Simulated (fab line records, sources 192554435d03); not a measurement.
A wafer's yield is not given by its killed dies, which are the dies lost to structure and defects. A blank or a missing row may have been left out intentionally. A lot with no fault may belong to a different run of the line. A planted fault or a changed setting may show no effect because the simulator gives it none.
Lot-split experiment -- flow n5 finfet -- 39 wafers read from 7 lots, route of 1938 steps

THE SPLIT
At N5_FIN_SAQP_HM_DEP_72 (deposits SiO2 from SiH4/N2O, target thk 12 nm, time 7.2 s), the setting target thk a was moved away from the recipe's 120 angstrom on 9 of the 39 wafers read, by -13.8% to +5.2%. For the rest of the wafers, this setting stayed at what the recipe calls for.

FROM THE SPLIT TO THE READING: what the file shows between them, 2 steps
- N5_FIN_SAQP_ETCH_52: etches SOC in N2/H2, target depth 100 nm, overetch 20 nm, time 150 s (also split here: source w)
- N5_FIN_SAQP_STRIP_53: strips in N2/H2

THE READING
etch.depth nm (the simulator's own value, which no gauge read), in nm, at N5_FIN_SAQP_HM_OPEN_73 (chemistry CHF3/O2, target SiO2, stops on a-Si, target depth 12 nm, time 16.8 s). No usual value for it is given in the file. The 30 wafers here that ran the recipe average 12.01 nm, standard deviation 0.21 nm.

wafer,"tool, chamber at the split","target thk a as run, angstrom",against the recipe,"etch.depth nm, nm",against lot-mates on the recipe
L074.1,"pecvd-02, 0",120,recipe,11.9,-
L074.2,"pecvd-02, 1",120,recipe,12.15,-
L074.3,"pecvd-02, 2",120,recipe,12,-
L074.4,"pecvd-02, 2",120,recipe,12.13,-
L074.5,"pecvd-02, 1",120,recipe,12.39,-
L074.6,"pecvd-02, 0",120,recipe,12.23,-
L075.1,"pecvd-02, 2",126.2,+5.2%,12.34,+0.56
L075.2,"pecvd-02, 1",120,recipe,11.84,-
L075.3,"pecvd-02, 0",120,recipe,11.62,-
L075.4,"pecvd-02, 0",126.2,+5.2%,12.63,+0.85
L075.5,"pecvd-02, 2",120,recipe,11.88,-
L075.6,"pecvd-02, 1",126.2,+5.2%,12.71,+0.93
L087.1,"pecvd-03, 0",120,recipe,11.99,-
L087.2,"pecvd-03, 1",120,recipe,11.97,-
L087.3,"pecvd-03, 2",120,recipe,11.95,-
L089.1,"pecvd-03, 2",120,recipe,12.08,-
L089.4,"pecvd-03, 2",120,recipe,12.08,-
L089.2,"pecvd-03, 0",120,recipe,11.98,-
L089.3,"pecvd-03, 1",120,recipe,11.93,-
L089.5,"pecvd-03, 1",120,recipe,12.29,-
L089.6,"pecvd-03, 0",120,recipe,12.1,-
L091.1,"pecvd-01, 1",120,recipe,11.84,-
L091.2,"pecvd-01, 0",120,recipe,11.53,-
L091.3,"pecvd-01, 2",124.5,+3.8%,12.27,+0.55
L091.4,"pecvd-01, 2",124.5,+3.8%,12.46,+0.74
L091.5,"pecvd-01, 0",120,recipe,11.8,-
L091.6,"pecvd-01, 1",124.5,+3.8%,12.26,+0.54
L092.1,"pecvd-03, 1",103.4,-13.8%,10.49,-1.80
L092.2,"pecvd-03, 2",103.4,-13.8%,10.51,-1.78
L092.3,"pecvd-03, 0",103.4,-13.8%,10.41,-1.88
L092.4,"pecvd-03, 2",120,recipe,12.34,-
L092.5,"pecvd-03, 0",120,recipe,12,-
L092.6,"pecvd-03, 1",120,recipe,12.52,-
L093.1,"pecvd-02, 2",120,recipe,11.84,-
L093.2,"pecvd-02, 1",120,recipe,12,-
L093.3,"pecvd-02, 0",120,recipe,11.89,-
L093.4,"pecvd-02, 2",120,recipe,12.19,-
L093.5,"pecvd-02, 1",120,recipe,12.06,-
L093.6,"pecvd-02, 0",120,recipe,11.9,-

FIT RESULTS
A straight line over all 39 wafers: etch.depth nm changes by +0.109 nm for each +1% of target thk a; r = +0.92; the points scatter about the line by 0.2 nm.
The same after taking each lot's own level away (the mean of its wafers on the recipe; 39 wafers): +0.136 nm for each +1%; r = +0.97; scatter 0.14 nm.
The reading moves by 1.9 nm for the largest change in target thk a, on that fit.
The span of the lots' own levels, 11.723 to 12.287 nm, comes to 2.7 times the standard deviation stated above.
Hence the slope depends on the lot-to-lot level, as the two fits are not the same.
Check: -1.89 nm against its lot-mates is what the line predicts for one of the wafers moved furthest among these (-13.8%) when that wafer is left out of the fit. It came out at -1.8 nm against them.

FURTHER SPLITS ON THESE WAFERS
These wafers also went through other splits before the reading. Each is held against what the fit with the lots' levels taken away leaves over:
other split on the same wafers,wafers away from the commonest value,r with etch.depth nm (lot level and that fit taken away)
N5_WELL_APT_EXPOSE_22 dose mj,12,-0.05
N5_FIN_SAQP_ETCH_52 source w,12,-0.13

THE WHOLE CHAIN: every reading that the file lists as answering this split, in the file's order
step,what it does,reading,change (the file's fit),r (the file's)
N5_FIN_SAQP_HM_DEP_72,"deposits SiO2 from SiH4/N2O, target thk 12 nm, time 7.2 s","SiO2_of_FIN_SAQP_HM_DEP_72.thk nm (the simulator's own value, which no gauge read)",+0.136 nm for each +1% of the setting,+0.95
N5_FIN_SAQP_HM_OPEN_73,"chemistry CHF3/O2, target SiO2, stops on a-Si, target depth 12 nm, time 16.8 s","etch.depth nm (the simulator's own value, which no gauge read)",+0.136 nm for each +1% of the setting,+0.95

FILE'S OWN FIT
etch.depth nm changes by +0.136 nm for each +1% of target thk a, r = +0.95.
